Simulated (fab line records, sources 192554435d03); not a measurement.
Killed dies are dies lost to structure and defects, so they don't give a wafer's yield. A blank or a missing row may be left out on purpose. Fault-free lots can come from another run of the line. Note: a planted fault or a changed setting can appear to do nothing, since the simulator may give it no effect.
Chamber matching | flow n5-finfet | N5_PMOS_HMC_CHANNEL_EPI_ETCH_38 on rie-si-01 has 4 sister chambers
The step etches SiO2 in CF4, target depth 1.5 nm. 18 wafers are shown with their chamber, then 9 later ones without.

== EACH WAFER AND ITS CHAMBER ==
wafer  | chamber | drypump-motor-current-A (A) | throttle-valve-pct (%) | oes-product-au (a.u.)
L075.2 | 1       | 5.7                         | 21.54                  | 0.985
L075.4 | 2       | 5.8                         | 21.76                  | 1.000
L075.6 | 0       | 6.2                         | 21.68                  | 1.009
L076.2 | 2       | 5.8                         | 21.76                  | 1.004
L076.3 | 1       | 5.7                         | 21.55                  | 0.989
L076.5 | 1       | 5.7                         | 21.55                  | 0.987
L078.2 | 0       | 6.1                         | 21.69                  | 1.015
L078.5 | 0       | 6.2                         | 21.69                  | 1.011
L078.6 | 1       | 5.7                         | 21.57                  | 0.989
L081.2 | 2       | 5.8                         | 21.76                  | 0.995
L081.4 | 1       | 5.7                         | 21.56                  | 0.982
L081.5 | 3       | 5.0                         | 21.57                  | 1.001
L082.1 | 0       | 6.2                         | 21.68                  | 1.011
L082.3 | 2       | 5.8                         | 21.77                  | 0.996
L082.5 | 2       | 5.8                         | 21.77                  | 1.002
L084.2 | 3       | 5.0                         | 21.55                  | 0.997
L084.4 | 3       | 5.0                         | 21.54                  | 1.009
L084.6 | 1       | 5.7                         | 21.56                  | 0.989

SIGNATURES (means of the wafers above)
reading                 | chamber 0 | chamber 1 | chamber 2 | chamber 3 | scatter within a chamber
drypump-motor-current-A | 6.175     | 5.700     | 5.800     | 5.000     | 0.0231
throttle-valve-pct      | 21.6850   | 21.5550   | 21.7640   | 21.5533   | 0.0094
oes-product-au          | 1.01150   | 0.98683   | 0.99940   | 1.00233   | 0.00372
Rule: for a wafer and a chamber, the distance is found by dividing, reading by reading, the gap between the wafer's reading and the chamber's mean by the reading's scatter, squaring, summing and taking the root. The wafer belongs to the nearest chamber; if the next one is less than 2 further off, it can't be placed. The scatter: take each reading less its chamber's mean, square it, sum over the shown wafers, divide by the number of wafers less the number of chambers, and take the root.

== WAFERS WITH NO CHAMBER GIVEN ==
wafer  | drypump-motor-current-A (A) | throttle-valve-pct (%) | oes-product-au (a.u.)
L087.3 | 5.0                         | 21.54                  | 1.011
L087.4 | 5.7                         | 21.58                  | 0.987
L087.5 | 5.8                         | 21.76                  | 0.985
L095.2 | 5.7                         | 21.55                  | 0.990
L095.3 | 5.0                         | 21.54                  | 1.009
L095.4 | 6.2                         | 21.68                  | 1.020
L096.1 | 5.8                         | 21.78                  | 1.008
L096.2 | 6.2                         | 21.68                  | 1.021
L096.4 | 5.0                         | 21.56                  | 1.013

== THE CHAMBER EACH PASSED THROUGH ==
wafer  | from the rows above | in truth
L087.3 | 3                   | 3
L087.4 | 1                   | 1
L087.5 | 2                   | 2
L095.2 | 1                   | 1
L095.3 | 3                   | 3
L095.4 | 0                   | 0
L096.1 | 2                   | 2
L096.2 | 0                   | 0
L096.4 | 3                   | 3
Correct placement for 9 of the 9. Not placeable from these rows: 0. Placed wrongly: 0.
